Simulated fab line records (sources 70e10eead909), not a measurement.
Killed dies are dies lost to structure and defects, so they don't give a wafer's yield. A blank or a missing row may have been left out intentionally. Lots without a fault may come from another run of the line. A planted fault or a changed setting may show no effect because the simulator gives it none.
Which tool did it? :: flow nandHarc :: Sampling: 12 lots, 34 wafers, 5 of 1302 route steps

## WHAT THE GAUGES SHOWED, per wafer
NHARC_A_SLIT_CD_MEAS_09: the cd target is 300 nm.
lot: L411
measured: day 19 17:10
on: cdSem-03
cdNm (nm): 298.1 299.6 299.0

lot: L413
measured: day 20 07:22
on: cdSem-03
cdNm (nm): 299.8 299.4 300.0

lot: L415
measured: day 21 00:19
on: cdSem-01
cdNm (nm): 299.4 299.5 300.4

lot: L416
measured: day 21 10:58
on: cdSem-01
cdNm (nm): 300.6 300.5 300.8

lot: L420
measured: day 23 16:40
on: cdSem-02
cdNm (nm): 300.6 300.0 300.9

lot: L421
measured: day 24 00:05
on: cdSem-03
cdNm (nm): 299.8 300.9 299.6

lot: L422
measured: day 24 08:23
on: cdSem-01
cdNm (nm): 299.6 300.4

lot: L426
measured: day 26 06:02
on: cdSem-03
cdNm (nm): 300.6 300.0

lot: L431
measured: day 27 15:12
on: cdSem-03
cdNm (nm): 300.2 300.4 300.3

lot: L430
measured: day 27 15:14
on: cdSem-01
cdNm (nm): 298.9 299.2 299.4

lot: L434
measured: day 29 13:10
on: cdSem-01
cdNm (nm): 299.2 299.6 299.7

lot: L433
measured: day 29 20:09
on: cdSem-01
cdNm (nm): 299.3 299.2 300.0

NHARC_END_SORT_01.
lot: L422
measured: day 29 03:59
on: prober-01
killedAtArray: 644 49
killedAtOther: 1 2
killedAtPeriphery: 2 0
killedDies: 647 51
killedOpen: 3 4
killedShort: 4 3

lot: L426
measured: day 31 05:57
on: prober-01
killedAtArray: 665 51
killedAtOther: 0 1
killedAtPeriphery: 3 4
killedDies: 668 56
killedOpen: 1 3
killedShort: 1 3

## WHICH TOOL RAN EACH LOT (tool, then ch and the chambers of the sampled wafers, then the start)
lot: L411
NHARC_A_SLIT_ETCH_24: rieDiel-10 ch 1,2,3, day 19 17:26
NHARC_A_SLIT_ETCH_15: rieDiel-10 ch 0,2, no start
NHARC_A_SLIT_STRIP_18: rieDiel-03 ch 1,3, no start

lot: L413
NHARC_A_SLIT_ETCH_24: rieDiel-01 ch 0,2,3, day 20 07:41
NHARC_A_SLIT_ETCH_15: rieDiel-01 ch 0,3, no start
NHARC_A_SLIT_STRIP_18: rieDiel-10 ch 0,2,3, no start

lot: L415
NHARC_A_SLIT_ETCH_24: rieDiel-10 ch 1,2,3, day 21 00:35
NHARC_A_SLIT_ETCH_15: rieDiel-10 ch 0,1,3, no start
NHARC_A_SLIT_STRIP_18: rieDiel-10 ch 0,2,3, no start

lot: L416
NHARC_A_SLIT_ETCH_24: rieDiel-03 ch 0,2,3, day 21 11:14
NHARC_A_SLIT_ETCH_15: rieDiel-03 ch 0,2,3, no start
NHARC_A_SLIT_STRIP_18: rieDiel-03 ch 1,3, no start

lot: L420
NHARC_A_SLIT_ETCH_24: rieDiel-01 ch 2,3, day 23 16:56
NHARC_A_SLIT_ETCH_15: rieDiel-01 ch 0,1, no start
NHARC_A_SLIT_STRIP_18: rieDiel-01 ch 1,2, no start

lot: L421
NHARC_A_SLIT_ETCH_24: rieDiel-03 ch 1,2,3, day 24 00:22
NHARC_A_SLIT_ETCH_15: rieDiel-03 ch 0,1,2, no start
NHARC_A_SLIT_STRIP_18: rieDiel-03 ch 1,2,3, no start

lot: L422
NHARC_A_SLIT_ETCH_24: rieDiel-03 ch 0,3, day 24 08:40
NHARC_A_SLIT_ETCH_15: rieDiel-03 ch 2,3, day 29 03:59 or earlier
NHARC_A_SLIT_STRIP_18: rieDiel-10 ch 0, day 29 03:59 or earlier

lot: L426
NHARC_A_SLIT_ETCH_24: rieDiel-03 ch 0,2, day 26 06:19
NHARC_A_SLIT_ETCH_15: rieDiel-03 ch 2,3, day 26 14:26 or earlier
NHARC_A_SLIT_STRIP_18: rieDiel-01 ch 1,3, day 26 14:26

lot: L431
NHARC_A_SLIT_ETCH_24: rieDiel-10 ch 0,2,3, day 27 15:31
NHARC_A_SLIT_ETCH_15: rieDiel-10 ch 0,1,3, no start
NHARC_A_SLIT_STRIP_18: rieDiel-03 ch 1,2,3, no start

lot: L430
NHARC_A_SLIT_ETCH_24: rieDiel-01 ch 2,3, day 27 15:34
NHARC_A_SLIT_ETCH_15: rieDiel-01 ch 2,3, day 27 15:54
NHARC_A_SLIT_STRIP_18: rieDiel-01 ch 0,2, no start

lot: L434
NHARC_A_SLIT_ETCH_24: rieDiel-10 ch 0,2,3, day 29 13:26
NHARC_A_SLIT_ETCH_15: rieDiel-10 ch 2,3, no start
NHARC_A_SLIT_STRIP_18: rieDiel-10 ch 0,1,2, no start

lot: L433
NHARC_A_SLIT_ETCH_24: rieDiel-10 ch 0,3, day 29 20:25
NHARC_A_SLIT_ETCH_15: rieDiel-10 ch 0,1,2, no start
NHARC_A_SLIT_STRIP_18: rieDiel-10 ch 0,1,3, no start
- NHARC_A_SLIT_ETCH_24: etches the open film in CF4/CHF3, target depth 121 nm, time 60.5 s.
- NHARC_A_SLIT_ETCH_15: etches the open film in O2/COS, target depth 6200 nm, time 1612 s.
- NHARC_A_SLIT_STRIP_18: strips in O2.

## WHAT THE TOOLS THEMSELVES READ (means of the sampled wafers that have a number; where no wafer has one, the mark that the record gives instead)
NHARC_A_SLIT_ETCH_24.
lot: L411
tool: rieDiel-10
drypumpMotorCurrentA (A): 5.7
oesProductAu (a.u.): 0.978
rfVppV (V): 368.9
runLengthS (s): 82.0
showerheadPlenumPTorr (Torr): 1.52
throttleValvePct (%): 16.803

lot: L413
tool: rieDiel-01
drypumpMotorCurrentA (A): 5.7
oesProductAu (a.u.): 0.940
rfVppV (V): 370.4
runLengthS (s): 82.1
showerheadPlenumPTorr (Torr): 1.58
throttleValvePct (%): 16.807

lot: L415
tool: rieDiel-10
drypumpMotorCurrentA (A): 5.6
oesProductAu (a.u.): 0.957
rfVppV (V): 369.6
runLengthS (s): 81.9
showerheadPlenumPTorr (Torr): 1.52
throttleValvePct (%): 16.804

lot: L416
tool: rieDiel-03
drypumpMotorCurrentA (A): 5.5
oesProductAu (a.u.): 0.985
rfVppV (V): 371.2
runLengthS (s): 82.1
showerheadPlenumPTorr (Torr): 1.60
throttleValvePct (%): 16.798

lot: L420
tool: rieDiel-01
drypumpMotorCurrentA (A): 5.7
oesProductAu (a.u.): 0.978
rfVppV (V): 369.6
runLengthS (s): 82.2
showerheadPlenumPTorr (Torr): 1.54
throttleValvePct (%): 16.801

lot: L421
tool: rieDiel-03
drypumpMotorCurrentA (A): 5.4
oesProductAu (a.u.): 0.973
rfVppV (V): 372.1
runLengthS (s): 81.9
showerheadPlenumPTorr (Torr): 1.61
throttleValvePct (%): 16.807

lot: L422
tool: rieDiel-03
drypumpMotorCurrentA (A): 5.8
oesProductAu (a.u.): 0.971
rfVppV (V): 371.2
runLengthS (s): 75.2
showerheadPlenumPTorr (Torr): 1.60
throttleValvePct (%): 16.809

lot: L426
tool: rieDiel-03
drypumpMotorCurrentA (A): 5.4
oesProductAu (a.u.): 0.974
rfVppV (V): 371.7
runLengthS (s): 74.9
showerheadPlenumPTorr (Torr): 1.62
throttleValvePct (%): 16.802

lot: L431
tool: rieDiel-10
drypumpMotorCurrentA (A): 5.7
oesProductAu (a.u.): 0.952
rfVppV (V): 370.5
runLengthS (s): 82.1
showerheadPlenumPTorr (Torr): 1.57
throttleValvePct (%): 16.794

lot: L430
tool: rieDiel-01
drypumpMotorCurrentA (A): 5.2
oesProductAu (a.u.): 0.965
rfVppV (V): 370.9
runLengthS (s): 82.2
showerheadPlenumPTorr (Torr): 1.59
throttleValvePct (%): 16.799

lot: L434
tool: rieDiel-10
drypumpMotorCurrentA (A): 5.7
oesProductAu (a.u.): 0.970
rfVppV (V): 371.1
runLengthS (s): 82.1
showerheadPlenumPTorr (Torr): 1.57
throttleValvePct (%): 16.799

lot: L433
tool: rieDiel-10
drypumpMotorCurrentA (A): 5.8
oesProductAu (a.u.): 0.969
rfVppV (V): 370.5
runLengthS (s): 81.8
showerheadPlenumPTorr (Torr): 1.56
throttleValvePct (%): 16.804

NHARC_A_SLIT_ETCH_15.
lot: L411
tool: rieDiel-10
drypumpMotorCurrentA (A): 5.8
o2FlowSccm (sccm): 401.9
oesProductAu (a.u.): 1.010
rfVppV (V): 314.5
runLengthS (s): 1633.4
showerheadPlenumPTorr (Torr): 3.19
throttleValvePct (%): 28.320

lot: L413
tool: rieDiel-01
drypumpMotorCurrentA (A): 5.2
o2FlowSccm (sccm): 399.4
oesProductAu (a.u.): 1.006
rfVppV (V): 315.6
runLengthS (s): 1633.6
showerheadPlenumPTorr (Torr): 3.23
throttleValvePct (%): 28.325

lot: L415
tool: rieDiel-10
drypumpMotorCurrentA (A): 5.8
o2FlowSccm (sccm): 399.3
oesProductAu (a.u.): 1.003
rfVppV (V): 314.2
runLengthS (s): 1633.1
showerheadPlenumPTorr (Torr): 3.08
throttleValvePct (%): 28.322

lot: L416
tool: rieDiel-03
drypumpMotorCurrentA (A): 5.5
o2FlowSccm (sccm): 399.7
oesProductAu (a.u.): 1.014
rfVppV (V): 315.2
runLengthS (s): 1633.6
showerheadPlenumPTorr (Torr): 3.17
throttleValvePct (%): 28.330

lot: L420
tool: rieDiel-01
drypumpMotorCurrentA (A): 5.8
o2FlowSccm (sccm): 399.7
oesProductAu (a.u.): 1.001
rfVppV (V): 313.0
runLengthS (s): 1633.2
showerheadPlenumPTorr (Torr): 3.02
throttleValvePct (%): 28.326

lot: L421
tool: rieDiel-03
drypumpMotorCurrentA (A): 5.5
o2FlowSccm (sccm): 399.9
oesProductAu (a.u.): 0.996
rfVppV (V): 315.0
runLengthS (s): 1633.2
showerheadPlenumPTorr (Torr): 3.24
throttleValvePct (%): 28.330

lot: L422
tool: rieDiel-03
drypumpMotorCurrentA (A): 5.3
o2FlowSccm (sccm): 400.5
oesProductAu (a.u.): 1.006
rfVppV (V): 314.1
runLengthS (s): 1633.5
showerheadPlenumPTorr (Torr): 3.13
throttleValvePct (%): 28.333

lot: L426
tool: rieDiel-03
drypumpMotorCurrentA (A): 5.3
o2FlowSccm (sccm): 401.4
oesProductAu (a.u.): 1.006
rfVppV (V): 314.3
runLengthS (s): 1633.5
showerheadPlenumPTorr (Torr): 3.13
throttleValvePct (%): 28.337

lot: L431
tool: rieDiel-10
drypumpMotorCurrentA (A): 5.8
o2FlowSccm (sccm): 399.0
oesProductAu (a.u.): 1.008
rfVppV (V): 313.4
runLengthS (s): 1633.5
showerheadPlenumPTorr (Torr): 3.08
throttleValvePct (%): 28.327

lot: L430
tool: rieDiel-01
drypumpMotorCurrentA (A): 5.7
o2FlowSccm (sccm): 399.4
oesProductAu (a.u.): 1.008
rfVppV (V): 313.0
runLengthS (s): 1633.5
showerheadPlenumPTorr (Torr): 3.06
throttleValvePct (%): 28.327

lot: L434
tool: rieDiel-10
drypumpMotorCurrentA (A): 5.6
o2FlowSccm (sccm): 401.0
oesProductAu (a.u.): 1.013
rfVppV (V): 313.2
runLengthS (s): 1633.4
showerheadPlenumPTorr (Torr): 3.06
throttleValvePct (%): 28.329

lot: L433
tool: rieDiel-10
drypumpMotorCurrentA (A): 5.7
o2FlowSccm (sccm): 399.5
oesProductAu (a.u.): 0.995
rfVppV (V): 313.9
runLengthS (s): 1633.5
showerheadPlenumPTorr (Torr): 3.10
throttleValvePct (%): 28.328

NHARC_A_SLIT_STRIP_18.
lot: L411
tool: rieDiel-03
drypumpMotorCurrentA (A): 5.7
o2FlowSccm (sccm): 500.1
oesProductAu (a.u.): 1.004
rfVppV (V): 57.9
showerheadPlenumPTorr (Torr): 3.58
throttleValvePct (%): 17.035

lot: L413
tool: rieDiel-10
drypumpMotorCurrentA (A): 5.7
o2FlowSccm (sccm): 499.7
oesProductAu (a.u.): 1.012
rfVppV (V): 57.5
showerheadPlenumPTorr (Torr): 3.52
throttleValvePct (%): 17.043

lot: L415
tool: rieDiel-10
drypumpMotorCurrentA (A): 5.7
o2FlowSccm (sccm): 499.9
oesProductAu (a.u.): 1.016
rfVppV (V): 58.4
showerheadPlenumPTorr (Torr): 3.52
throttleValvePct (%): 17.028

lot: L416
tool: rieDiel-03
drypumpMotorCurrentA (A): 5.7
o2FlowSccm (sccm): 499.1
oesProductAu (a.u.): 1.009
rfVppV (V): 58.5
showerheadPlenumPTorr (Torr): 3.58
throttleValvePct (%): 17.036

lot: L420
tool: rieDiel-01
drypumpMotorCurrentA (A): 5.8
o2FlowSccm (sccm): 499.8
oesProductAu (a.u.): 1.003
rfVppV (V): 57.0
showerheadPlenumPTorr (Torr): 3.33
throttleValvePct (%): 17.041

lot: L421
tool: rieDiel-03
drypumpMotorCurrentA (A): 5.4
o2FlowSccm (sccm): 500.0
oesProductAu (a.u.): 1.007
rfVppV (V): 57.6
showerheadPlenumPTorr (Torr): 3.60
throttleValvePct (%): 17.031

lot: L422
tool: rieDiel-10
drypumpMotorCurrentA (A): 5.9
o2FlowSccm (sccm): 499.2
oesProductAu (a.u.): 0.990
rfVppV (V): 57.6
showerheadPlenumPTorr (Torr): 3.66
throttleValvePct (%): 17.038

lot: L426
tool: rieDiel-01
drypumpMotorCurrentA (A): 5.2
o2FlowSccm (sccm): 499.3
oesProductAu (a.u.): 1.008
rfVppV (V): 57.9
showerheadPlenumPTorr (Torr): 3.50
throttleValvePct (%): 17.051

lot: L431
tool: rieDiel-03
drypumpMotorCurrentA (A): 5.4
o2FlowSccm (sccm): 498.9
oesProductAu (a.u.): 1.000
rfVppV (V): 57.7
showerheadPlenumPTorr (Torr): 3.60
throttleValvePct (%): 17.034

lot: L430
tool: rieDiel-01
drypumpMotorCurrentA (A): 6.1
o2FlowSccm (sccm): 499.7
oesProductAu (a.u.): 1.003
rfVppV (V): 57.5
showerheadPlenumPTorr (Torr): 3.51
throttleValvePct (%): 17.037

lot: L434
tool: rieDiel-10
drypumpMotorCurrentA (A): 5.7
o2FlowSccm (sccm): 499.9
oesProductAu (a.u.): 0.997
rfVppV (V): 57.2
showerheadPlenumPTorr (Torr): 3.50
throttleValvePct (%): 17.029

lot: L433
tool: rieDiel-10
drypumpMotorCurrentA (A): 5.8
o2FlowSccm (sccm): 499.1
oesProductAu (a.u.): 1.000
rfVppV (V): 57.8
showerheadPlenumPTorr (Torr): 3.48
throttleValvePct (%): 17.037

## THE ANSWER, worked out from the rows above alone
Rule: the usual values come from the lots themselves. Put in order of their means at a reading, lots are off if they are a third of the lots or fewer, leave a main group of 4 or more, and stand apart from it by a gap of 3 or more times the standard deviation of the main group's means; of several such gaps the widest counts. A main group whose means are all the same, to the digits that the tables above print for the reading, isn't used. A lot without any number at a reading at which 4 lots or more have one is off too. Any other lot the step has rows for is counted as sound. After the gauges, taken in route order, come the tools' own readings; for these a lot's mean is taken, as printed above. The first step at which some lot is off is used, and at that step the reading that is off furthest; a lot without a number counts as furthest.
Off, at NHARC_A_SLIT_ETCH_24 on runLengthS: L422, L426. The main group: mean 82.0 s, standard deviation 0.13.
If a tool, at that step or one of the process steps before it, ran each lot that is off and ran no sound lot following the first of them, it fits. One fits: rieDiel-03 at NHARC_A_SLIT_ETCH_24. A fault onset in the window from L421 (day 24 00:22, its last sound lot) to L422 (day 24 08:40, its first lot off) fits.
The tool's own readings at NHARC_A_SLIT_ETCH_24 bear it out: on the lots that are off they differ by more than 5 times the standard deviation of the sound lots' means. runLengthS reads 75.1 s there against 82.0 s on the sound lots.

## WHAT THE SIMULATOR HAD INSERTED
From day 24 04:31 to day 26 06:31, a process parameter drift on rieDiel-03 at NHARC_A_SLIT_ETCH_24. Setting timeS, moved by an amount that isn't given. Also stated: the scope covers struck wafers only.
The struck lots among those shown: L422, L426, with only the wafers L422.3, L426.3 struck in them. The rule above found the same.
